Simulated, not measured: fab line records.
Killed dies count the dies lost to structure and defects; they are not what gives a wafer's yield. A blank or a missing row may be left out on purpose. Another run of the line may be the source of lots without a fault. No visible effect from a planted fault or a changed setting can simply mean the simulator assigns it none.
fab line records ; flow n5-finfet ; part 2 of 2: steps 24 to 39 of 39
record: lots: 5; wafers: 15; last-day: 17
route steps=1938 shown BEOL_M13@1710 BEOL_M14@1716
lots untouched by any fault: they come from a run of this same line in which no faults occurred
start-h: start of the lot's first displayed wafer, in hours after the record's first day ; wait-h: hours elapsed since this lot's preceding step ; " as in the row above ; L1.1+2: a row that stands for several wafers ; - value missing, or start not given ; * or withheld: withheld ; < > ~ a bound
route shown NAME@n: names a module that has steps shown in the file, with the first one's number in the route ; usual: the fault-free wafers' mean and standard deviation ; same: alike in all rows ; chamber/n: place in a boat ; sites: per-site readings ; _std_site: their standard deviation ; _edge_site: mean of outer sites minus mean of inner sites ; radius-mm: how far each site lies from the wafer's centre ; mask NAME#n: copy n ; behind: the tool/chamber that last shaped the wafer ; hold: why the lot was held/for how many hours/how that ended ; device: which transistor (n, p or np) failed to switch ; end of line: tests of these same wafers at the route's end ; where a step has no rows: the recipe by itself ; killed: dies lost to structure and defects at the first sort, not the wafer's yield ; map: shows each die of a wafer: x if killed, . if not, _ if none is there
set.NAME: the run value of the setting; set.NAME@STEP: its run value at that earlier step ; model.NAME: the simulator's own value behind a step, which no gauge read
certain route steps with their lots: each step a table, each wafer a row
services: when a tool's chamber went out of use (start-h, in hours from the record's first day, below 0 if earlier), for how many hours, and the reason
== steps ==
step: N5_BEOL_M14_STRIP_64
recipe: chemistry: O2; power-w: 600; temp-c: 60; pressure-mtorr: 30; rf-frequency-hz: 6e+07; bias-power-w: 0; overash-fraction: 0.3; o2-flow-sccm: 225
usual: drypump-motor-current-A: 5.4/0.58; oes-product-au: 0.80/0.093; rf-vpp-V: 3.7/0.51; showerhead-plenum-p-Torr: 2.06/0.075; throttle-valve-pct: 16.57/0.23
lot.wafer;tool;chamber;start-h;wait-h;drypump-motor-current-A;oes-product-au;rf-hours-counter-h;rf-vpp-V;showerhead-plenum-p-Torr;throttle-valve-pct
L078.3;rie-diel-05;3;-;-;4.9;0.72;215;4.0;2.00;16.92
L078.4;rie-diel-05;3;-;-;4.9;0.71;-;3.6;2.00;16.92
L078.5;rie-diel-05;2;-;-;5.2;0.81;-;3.6;2.13;16.39
L086.3;rie-diel-05;0;-;-;6.0;0.84;52;3.8;2.03;16.24
L086.4;rie-diel-05;1;-;-;6.4;0.71;-;3.2;1.99;16.74
L086.6;rie-diel-05;3;-;-;4.9;0.70;-;3.0;2.00;16.93
L087.2;rie-diel-05;0;-;-;5.9;0.84;60;2.8;2.03;16.25
L087.3;rie-diel-05;1;-;-;6.4;0.70;211;4.2;1.99;16.76
L087.5;rie-diel-05;0;-;-;5.9;0.84;-;3.9;2.03;16.25
L090.1;rie-diel-01;2;-;-;6.3;0.87;44;3.0;2.03;16.43
L090.3;rie-diel-01;3;-;-;4.8;0.87;49;3.8;2.06;16.38
L090.4;rie-diel-01;0;-;-;4.9;0.84;72;3.6;2.03;16.55
L095.1;rie-diel-05;1;-;-;6.4;0.69;230;3.5;1.98;16.80
L095.2;rie-diel-05;2;-;-;5.2;0.77;126;2.7;2.11;16.43
L095.6;rie-diel-05;0;-;-;6.0;0.81;-;3.5;2.02;16.29
step: N5_BEOL_M14_STRIP_71
recipe: chemistry: post-etch-residue-remover; time-s: 60; temp-c: 25; remover-ph: withheld; remover-water-wt-pct: withheld; remover-fluoride-wt-pct: withheld
lot.wafer;tool;chamber;start-h;wait-h
L078.3+4+5;wet-bench-04;1,0,7;258.90;-
L086.3+4+6;wet-bench-06;3,7,5;302.09;-
L087.2+3+5;wet-bench-06;1,0,5;319.22;-
L090.1+3+4;wet-bench-04;7,6,0;340.68;-
L095.1+2+6;wet-bench-06;6,4,7;373.84;-
step: N5_BEOL_M14_SRD_72
recipe: time-s: 30; temp-c: 23; rinse-liquid: diw; dry: n2-spin; spin-rpm: 1500; dry-time-s: 30
usual: spin-rpm: 1500.0/0.75
lot.wafer;tool;chamber;start-h;wait-h;spin-rpm
L078.3;wet-bench-04;1;258.93;0.0;1499.4
L078.4;wet-bench-04;0;258.93;0.0;1499.6
L078.5;wet-bench-04;7;258.93;0.0;1500.3
L086.3;wet-bench-06;3;302.11;0.0;1500.0
L086.4;wet-bench-06;7;302.11;0.0;1499.1
L086.6;wet-bench-06;5;302.11;0.0;1499.6
L087.2;wet-bench-06;1;319.24;0.0;1500.7
L087.3;wet-bench-06;0;319.24;0.0;1499.8
L087.5;wet-bench-06;5;319.24;0.0;1500.5
L090.1;wet-bench-04;7;340.70;0.0;1499.2
L090.3;wet-bench-04;6;340.70;0.0;1501.2
L090.4;wet-bench-04;0;340.70;0.0;1499.8
L095.1;wet-bench-06;6;373.86;0.0;1501.6
L095.2;wet-bench-06;4;373.86;0.0;1499.8
L095.6;wet-bench-06;7;373.86;0.0;1499.6
step: N5_BEOL_M14_CD_MEAS_17
recipe: target-cd-nm: 250; polarity: opening
usual: cd-nm: 248.8/2.9
lot.wafer;tool;chamber;start-h;wait-h;cd-nm
L078.3;cd-sem-01;-;258.97;0.0;254.3
L078.4;cd-sem-01;-;258.97;0.0;252.7
L078.5;cd-sem-01;-;258.97;0.0;251.7
L086.3;cd-sem-02;-;302.15;0.0;251.5
L086.4;cd-sem-02;-;302.15;0.0;249.5
L086.6;cd-sem-02;-;302.15;0.0;254.0
L087.2;cd-sem-01;-;319.29;0.0;249.2
L087.3;cd-sem-01;-;319.29;0.0;251.2
L087.5;cd-sem-01;-;319.29;0.0;249.1
L090.1;cd-sem-01;-;340.74;0.0;246.5
L090.3;cd-sem-01;-;340.74;0.0;248.2
L090.4;cd-sem-01;-;340.74;0.0;243.8
L095.1;cd-sem-03;-;373.90;0.0;247.8
L095.2;cd-sem-03;-;373.90;0.0;250.5
L095.6;cd-sem-03;-;373.90;0.0;249.5
step: N5_BEOL_M14_COAT_65
recipe: resist: SOC; temp-c: 250; time-s: 60; spin-rpm: 1500; resist-thk-nm: 450
lot.wafer;tool;chamber;start-h;wait-h
L078.3+4+5;litho-track-03;0;259.00;0.0
L086.3+4+6;litho-track-01;0;302.19;0.0
L087.2+3+5;litho-track-01;0;319.32;0.0
L090.1+3+4;litho-track-03;0;340.78;0.0
L095.1+2+6;litho-track-05;0;373.94;0.0
step: N5_BEOL_M14_COAT_66
recipe: resist: SiARC; temp-c: 220; time-s: 60; spin-rpm: 1500; resist-thk-nm: 110
lot.wafer;tool;chamber;start-h;wait-h
L078.3+4+5;litho-track-03;0;-;-
L086.3+4+6;litho-track-01;0;-;-
L087.2+3+5;litho-track-01;0;-;-
L090.1+3+4;litho-track-03;0;-;-
L095.1+2+6;litho-track-05;0;-;-
step: N5_BEOL_M14_COAT_22
recipe: spin-rpm: 2888; resist-thk-nm: 300
lot.wafer;tool;chamber;start-h;wait-h
L078.3+4+5;litho-track-03;0;-;-
L086.3+4+6;litho-track-01;0;-;-
L087.2+3+5;litho-track-01;0;-;-
L090.1+3+4;litho-track-03;0;-;-
L095.1+2+6;litho-track-05;0;-;-
step: N5_BEOL_M14_EBR_24
recipe: solvent: PGMEA; ebr-width-mm: 1.5
lot.wafer;tool;chamber;start-h;wait-h
L078.3+4+5;litho-track-03;0;-;-
L086.3+4+6;litho-track-01;0;-;-
L087.2+3+5;litho-track-01;0;-;-
L090.1+3+4;litho-track-03;0;-;-
L095.1+2+6;litho-track-05;0;-;-
step: N5_BEOL_M14_SOFTBAKE_23
recipe: temp-c: 130; time-s: 60
lot.wafer;tool;chamber;start-h;wait-h
L078.3+4+5;litho-track-03;0;-;-
L086.3+4+6;litho-track-01;0;-;-
L087.2+3+5;litho-track-01;0;-;-
L090.1+3+4;litho-track-03;0;-;-
L095.1+2+6;litho-track-05;0;-;-
step: N5_BEOL_M14_EXPOSE_25
recipe: mask-id: M14; na: 0.8; source-shape: annular; sigma-inner: 0.5; sigma-outer: 0.8; polarization: unpolarized; target-cd-nm: 280; dose-mj: 26.6
same: na: 0.8
lot.wafer;tool;chamber;start-h;wait-h;mask
L078.3+4+5;krf-scanner-02;0;259.13;-;M14#0
L086.3+4+6;krf-scanner-01;0;302.32;-;M14#0
L087.2+3+5;krf-scanner-01;0;319.44;-;M14#0
L090.1+3+4;krf-scanner-01;0;341.02;-;M14#0
L095.1+2+6;krf-scanner-01;0;374.18;-;M14#0
step: N5_BEOL_M14_PEB_26
recipe: peb-temp-c: 130; peb-time-s: 90
lot.wafer;tool;chamber;start-h;wait-h
L078.3+4+5;litho-track-05;0;259.18;0.0
L086.3+4+6;litho-track-03;0;302.36;0.0
L087.2+3+5;litho-track-05;0;319.50;0.0
L090.1+3+4;litho-track-05;0;341.08;0.1
L095.1+2+6;litho-track-05;0;374.24;0.1
step: N5_BEOL_M14_DEVELOP_27
recipe: develop-time-s: 45; rinse-liquid: diw; dry: air-spin; dev-temp-c: 21
lot.wafer;tool;chamber;start-h;wait-h
L078.3+4+5;litho-track-05;0;-;-
L086.3+4+6;litho-track-03;0;-;-
L087.2+3+5;litho-track-05;0;-;-
L090.1+3+4;litho-track-05;0;-;-
L095.1+2+6;litho-track-05;0;-;-
step: N5_BEOL_M14_HARDBAKE_32
recipe: temp-c: 130; time-s: 120
lot.wafer;tool;chamber;start-h;wait-h
L078.3+4+5;litho-track-05;0;-;-
L086.3+4+6;litho-track-03;0;-;-
L087.2+3+5;litho-track-05;0;-;-
L090.1+3+4;litho-track-05;0;-;-
L095.1+2+6;litho-track-05;0;-;-
step: N5_BEOL_M14_CD_MEAS_28
recipe: target-cd-nm: 284.4; landing-energy-ev: 500; detector: se-inlens
usual: cd-nm: 285.2/2.1
lot.wafer;tool;chamber;start-h;wait-h;cd-nm
L078.3;cd-sem-02;0;259.30;-;290.1
L078.4;cd-sem-02;0;259.30;-;285.6
L078.5;cd-sem-02;0;259.30;-;285.8
L086.3;cd-sem-03;0;302.48;-;283.2
L086.4;cd-sem-03;0;302.48;-;287.2
L086.6;cd-sem-03;0;302.48;-;286.9
L087.2;cd-sem-03;0;319.61;-;284.6
L087.3;cd-sem-03;0;319.61;-;283.5
L087.5;cd-sem-03;0;319.61;-;284.3
L090.1;cd-sem-01;0;341.19;-;285.6
L090.3;cd-sem-01;0;341.19;-;283.5
L090.4;cd-sem-01;0;341.19;-;283.6
L095.1;cd-sem-01;0;374.35;-;285.7
L095.2;cd-sem-01;0;374.35;-;287.0
L095.6;cd-sem-01;0;374.35;-;286.9
step: N5_BEOL_M14_OVL_MEAS_29
recipe: points-per-wafer: 44
usual: M14_OVL: 2/5.6
lot.wafer;tool;chamber;start-h;wait-h;M14_OVL[nm]
L078.3;overlay-02;0;259.32;0.0;4
L078.4;overlay-02;0;259.32;0.0;10
L078.5;overlay-02;0;259.32;0.0;9
L086.3;overlay-02;0;302.51;0.0;7
L086.4;overlay-02;0;302.51;0.0;6
L086.6;overlay-02;0;302.51;0.0;7
L087.2;overlay-01;0;319.64;0.0;6
L087.3;overlay-01;0;319.64;0.0;-2
L087.5;overlay-01;0;319.64;0.0;4
L090.1;overlay-02;0;341.22;0.0;10
L090.3;overlay-02;0;341.22;0.0;11
L090.4;overlay-02;0;341.22;0.0;6
L095.1;overlay-01;0;374.38;0.0;5
L095.2;overlay-01;0;374.38;0.0;2
L095.6;overlay-01;0;374.38;0.0;0
step: N5_BEOL_M14_INSPECT_30
recipe: mode: adi; inspect-instrument: macro
usual: raw-defect-count: 2.2/1.3
lot.wafer;tool;chamber;start-h;wait-h;raw-defect-count
L078.3;defect-inspect-01;-;259.35;0.0;2
L078.4;defect-inspect-01;-;259.35;0.0;3
L078.5;defect-inspect-01;-;259.35;0.0;3
L086.3;defect-inspect-01;-;302.53;0.0;4
L086.4;defect-inspect-01;-;302.53;0.0;2
L086.6;defect-inspect-01;-;302.53;0.0;0
L087.2;defect-inspect-01;-;319.67;0.0;2
L087.3;defect-inspect-01;-;319.67;0.0;1
L087.5;defect-inspect-01;-;319.67;0.0;4
L090.1;defect-inspect-02;-;341.25;0.0;1
L090.3;defect-inspect-02;-;341.25;0.0;2
L090.4;defect-inspect-02;-;341.25;0.0;1
L095.1;defect-inspect-02;-;374.41;0.0;6
L095.2;defect-inspect-02;-;374.41;0.0;1
L095.6;defect-inspect-02;-;374.41;0.0;1
== services ==
tool;chamber;start-h;hours;kind
pecvd-03;1;237.13;6.8;repair
krf-scanner-02;-;238.04;0.8;repair
pecvd-01;0;245.86;8.9;repair
rie-diel-05;1;254.24;8.0;repair
krf-scanner-01;-;263.93;1.0;pm
rie-diel-01;0;269.87;1.4;repair
krf-scanner-02;-;275.86;0.5;repair
cmp-02;-;277.69;4.0;pm
rie-diel-05;-;282.41;10.9;repair
cmp-02;-;286.86;1.4;repair
cmp-04;-;293.85;7.3;pm
rie-diel-05;2;299.44;23.6;repair
cmp-04;-;306.09;0.8;repair
cmp-04;-;307.92;2.7;repair
krf-scanner-01;-;309.90;0.3;repair
krf-scanner-02;-;319.76;1.0;pm
rie-diel-05;1;319.97;6.9;repair
pecvd-02;-;322.09;5.5;pm
cmp-02;-;329.99;1.7;repair
pecvd-02;-;333.66;1.2;repair
rie-diel-01;1;350.04;2.2;repair
wet-bench-04;-;355.03;1.3;repair
krf-scanner-01;-;366.15;1.3;pm
rie-diel-01;3;370.96;4.0;repair
